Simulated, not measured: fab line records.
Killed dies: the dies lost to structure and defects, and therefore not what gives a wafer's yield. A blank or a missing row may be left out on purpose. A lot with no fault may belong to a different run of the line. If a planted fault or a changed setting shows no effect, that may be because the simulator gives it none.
Which tool was responsible? | flow n5Finfet | 27 wafers from 9 lots sampled at 5 of the route's 1938 steps

== WHAT EACH GAUGE READ, for each wafer ==
N5_BEOL_M4_RC_MEAS_101. Usual: DIBL_N 36.8 mV/V, standard deviation 2.2; DIBL_P 37.1 mV/V, standard deviation 2.8; IOFF_N 0.17 nA/um, standard deviation 0.04; IOFF_P 0.22 nA/um, standard deviation 0.049; ION_N 672 uA/um, standard deviation 16; ION_P 460 uA/um, standard deviation 9.2; SS_N 71.6 mV/dec, standard deviation 0.69; SS_P 73.5 mV/dec, standard deviation 0.78; VT_N 249 mV, standard deviation 3.6; VT_P -250 mV, standard deviation 3.9.
lot  | measured     | on        | DIBL_N (mV/V)  | DIBL_P (mV/V)  | IOFF_N (nA/um) | IOFF_P (nA/um) | ION_N (uA/um) | ION_P (uA/um) | SS_N (mV/dec)  | SS_P (mV/dec)  | VT_N (mV)   | VT_P (mV)      | flag
L831 | day 7 14:53  | prober-01 | 34.6 39.5 40.4 | 32.9 37.6 38.7 | 0.13 0.21 0.24 | 0.15 0.21 0.22 | 677 667 674   | 457 451 450   | 71.2 72.4 72.4 | 72.6 74.0 73.6 | 251 249 247 | -253 -253 -254 | 
L832 | day 7 22:00  | prober-02 | 33.5 36.9 35.6 | 34.2 39.3 37.0 | 0.13 0.18 0.17 | 0.17 0.26 0.23 | 640 683 674   | 445 475 460   | 71.0 71.3 71.7 | 72.6 73.9 73.7 | 253 251 250 | -250 -248 -248 | 
L837 | day 8 18:54  | prober-02 | 30.5 38.6 37.9 | 28.5 40.2 38.6 | 0.08 0.21 0.20 | 0.11 0.25 0.22 | 647 664 683   | 444 456 463   | 70.0 72.3 72.4 | 72.0 74.9 74.4 | 257 248 248 | -259 -253 -251 | 
L838 | day 9 15:49  | prober-02 | 39.7 41.1 41.0 | 40.3 40.2 41.1 | 0.22 0.22 0.23 | 0.27 0.25 0.27 | 696 664 691   | 471 456 469   | 72.1 71.5 72.2 | 74.9 73.9 74.3 | 244 246 244 | -250 -250 -247 | 
L844 | day 11 02:58 | prober-02 | 33.8 36.5 32.0 | 33.3 36.7 31.2 | 0.12 0.15 0.10 | 0.21 0.27 0.18 | 645 659 656   | 455 468 461   | 70.3 71.6 70.1 | 72.8 73.7 72.2 | 253 252 255 | -248 -247 -248 | 
L845 | day 11 14:58 | prober-01 | 37.3 34.7 36.9 | 36.9 34.5 37.7 | 0.17 0.13 0.17 | 0.24 0.22 0.27 | 691 666 687   | 473 471 484   | 71.6 71.1 71.4 | 73.0 72.8 72.6 | 249 249 248 | -243 -247 -244 | 
L849 | day 12 16:10 | prober-02 | 34.0 36.2 34.6 | 33.7 35.2 33.4 | 0.13 0.15 0.14 | 0.19 0.20 0.17 | 664 652 659   | 458 452 455   | 70.4 71.9 71.2 | 73.1 73.1 73.2 | 252 252 250 | -252 -254 -253 | 
L853 | day 13 15:09 | prober-02 | 34.2 34.4 36.8 | 34.1 35.3 37.6 | 0.13 0.13 0.17 | 0.16 0.18 0.21 | 643 671 685   | 441 459 456   | 72.1 71.4 72.5 | 72.9 73.7 74.1 | 254 253 248 | -256 -255 -252 | 
L854 | day 13 16:32 | prober-01 | 37.5 37.0 37.4 | 38.1 37.6 38.8 | 0.20 0.18 0.21 | 0.27 0.27 0.29 | 678 678 691   | 460 468 465   | 72.5 71.6 72.0 | 73.3 73.6 72.6 | 244 248 245 | -244 -244 -242 | 

== TOOL THAT RAN EACH LOT (tool first, then ch and the chambers of the sampled wafers, then the start) ==
lot  | N5_BEOL_M0_SAQP_RECESS_104        | N5_BEOL_M0_SAQP_RECESS_109        | N5_BEOL_M0_SAQP_SPACER2_ALD_26   | N5_BEOL_M0_SAQP_COAT_87
L831 | vaporEtch-01 ch 0,1, day 5 16:28  | vaporEtch-02 ch 0,1, day 5 16:59  | aldSin-03 ch 0,3, day 5 17:06    | lithoTrack-03 ch 0, day 5 17:53
L832 | vaporEtch-01 ch 1, day 5 21:18    | vaporEtch-02 ch 0,1, day 5 21:54  | aldSin-03 ch 0,2,3, day 5 22:03  | lithoTrack-01 ch 0, day 5 23:03
L837 | vaporEtch-02 ch 0,1, day 6 22:09  | vaporEtch-01 ch 0,1, day 6 22:52  | aldSin-01 ch 2,3, day 6 23:01    | lithoTrack-01 ch 0, day 6 23:50
L838 | vaporEtch-01 ch 0,1, day 7 09:55  | vaporEtch-02 ch 1, day 7 10:42    | aldSin-02 ch 0,2,3, day 7 10:50  | lithoTrack-01 ch 0, day 7 11:43
L844 | vaporEtch-01 ch 0,1, day 8 22:47  | vaporEtch-01 ch 0,1, day 8 23:23  | aldSin-01 ch 2,3, day 8 23:32    | lithoTrack-03 ch 0, day 9 00:20
L845 | vaporEtch-02 ch 1, day 9 02:52    | vaporEtch-01 ch 0,1, day 9 03:28  | aldSin-02 ch 0,1,3, day 9 03:37  | lithoTrack-05 ch 0, day 9 04:24
L849 | vaporEtch-01 ch 0,1, day 10 05:54 | vaporEtch-02 ch 1, day 10 06:49   | aldSin-02 ch 0,1, day 10 07:06   | lithoTrack-01 ch 0, day 10 11:03
L853 | vaporEtch-01 ch 0,1, day 11 02:41 | vaporEtch-02 ch 0,1, day 11 03:13 | aldSin-03 ch 0,2,3, day 11 03:19 | lithoTrack-05 ch 0, day 11 04:07
L854 | vaporEtch-01 ch 0,1, day 11 07:41 | vaporEtch-02 ch 0,1, day 11 08:17 | aldSin-03 ch 2,3, day 11 08:26   | lithoTrack-03 ch 0, day 11 09:17
- N5_BEOL_M0_SAQP_RECESS_104: chemistry HF/NH3, target SiO2, target depth 18 nm, afs cycles 3, sublimation time 60 s.
- N5_BEOL_M0_SAQP_RECESS_109: chemistry HF/NH3, target SiO2, target depth 3 nm, afs cycles 1, sublimation time 60 s.
- N5_BEOL_M0_SAQP_SPACER2_ALD_26: deposits SiO2, target thk 15 nm, pulse time 1 s, purge time 2 s.
- N5_BEOL_M0_SAQP_COAT_87: time 60 s, resist thk 5 nm.

== WHAT THE TOOLS THEMSELVES READ (means of the sampled wafers that have a number; where no wafer has one, the mark that the record gives instead) ==
N5_BEOL_M0_SAQP_RECESS_104. Usual: drypumpMotorCurrentA 5.5 A, standard deviation 0.35; tempC 29.99 C, standard deviation 0.12.
lot  | tool         | drypumpMotorCurrentA (A) | tempC (C) | flag
L831 | vaporEtch-01 | 5.5                      | 29.96     | 
L832 | vaporEtch-01 | 5.0                      | 29.88     | 
L837 | vaporEtch-02 | 5.6                      | 29.89     | 
L838 | vaporEtch-01 | 5.5                      | 29.96     | 
L844 | vaporEtch-01 | 5.3                      | 30.03     | 
L845 | vaporEtch-02 | 5.5                      | 29.98     | 
L849 | vaporEtch-01 | 5.3                      | 30.01     | 
L853 | vaporEtch-01 | 5.5                      | 30.04     | 
L854 | vaporEtch-01 | 5.5                      | 30.03     | 

N5_BEOL_M0_SAQP_RECESS_109. Usual: drypumpMotorCurrentA 5.5 A, standard deviation 0.32; tempC 29.99 C, standard deviation 0.12.
lot  | tool         | drypumpMotorCurrentA (A) | tempC (C) | flag
L831 | vaporEtch-02 | 5.6                      | 29.91     | 
L832 | vaporEtch-02 | 5.6                      | 30.15     | 
L837 | vaporEtch-01 | 5.5                      | 30.00     | 
L838 | vaporEtch-02 | 5.5                      | 29.86     | 
L844 | vaporEtch-01 | 5.3                      | 29.95     | 
L845 | vaporEtch-01 | 5.5                      | 29.99     | 
L849 | vaporEtch-02 | 5.5                      | 29.93     | 
L853 | vaporEtch-02 | 5.7                      | 29.95     | 
L854 | vaporEtch-02 | 5.7                      | 30.00     | 

N5_BEOL_M0_SAQP_SPACER2_ALD_26. Usual: heaterPowerW 458 W, standard deviation 40; precursorPulseHeightRel 0.998, standard deviation 0.021.
lot  | tool      | heaterPowerW (W) | precursorPulseHeightRel | flag
L831 | aldSin-03 | 475              | 1.007                   | 
L832 | aldSin-03 | 465              | 1.002                   | 
L837 | aldSin-01 | 452              | 0.987                   | 
L838 | aldSin-02 | 429              | 1.006                   | 
L844 | aldSin-01 | 465              | 1.000                   | 
L845 | aldSin-02 | 417              | 0.985                   | 
L849 | aldSin-02 | 424              | 0.966                   | 
L853 | aldSin-03 | 464              | 1.000                   | 
L854 | aldSin-03 | 457              | 1.006                   | 

N5_BEOL_M0_SAQP_COAT_87. Usual: resistLineTempC 22.97 C, standard deviation 0.095; spinSpeedRpm 1500.1 rpm, standard deviation 1.2.
lot  | tool          | resistLineTempC (C) | spinSpeedRpm (rpm) | flag
L831 | lithoTrack-03 | 23.01               | 1500.4             | 
L832 | lithoTrack-01 | 22.91               | 1500.7             | 
L837 | lithoTrack-01 | 23.09               | 1608.6             | OFF
L838 | lithoTrack-01 | 22.90               | 1607.8             | OFF
L844 | lithoTrack-03 | 23.03               | 1499.4             | 
L845 | lithoTrack-05 | 22.93               | 1501.3             | 
L849 | lithoTrack-01 | 22.97               | 1499.4             | 
L853 | lithoTrack-05 | 23.09               | 1500.4             | 
L854 | lithoTrack-03 | 23.01               | 1501.1             | 

== THE ANSWER, worked out from the rows above alone ==
Rule: take the mean of a lot's wafers that have a number; if it is more than 3 standard deviations from the usual mean, the lot is off. Also off: a lot with no number at a reading for which 4 or more lots have one. The other lots that the step has rows for count as sound. After the gauges, taken in route order, come the tools' own readings; for these a lot's mean is taken, as printed above. At the first step where some lot is off, the reading lying furthest off is the one used; lots without a number count as furthest.
Off, at N5_BEOL_M0_SAQP_COAT_87 on spinSpeedRpm: L837, L838.
If a tool, at that step or one of the process steps before it, ran each lot that is off and ran no sound lot following the first of them, it fits. Of those tried, none fits.

== WHAT THE SIMULATOR HAD INSERTED ==
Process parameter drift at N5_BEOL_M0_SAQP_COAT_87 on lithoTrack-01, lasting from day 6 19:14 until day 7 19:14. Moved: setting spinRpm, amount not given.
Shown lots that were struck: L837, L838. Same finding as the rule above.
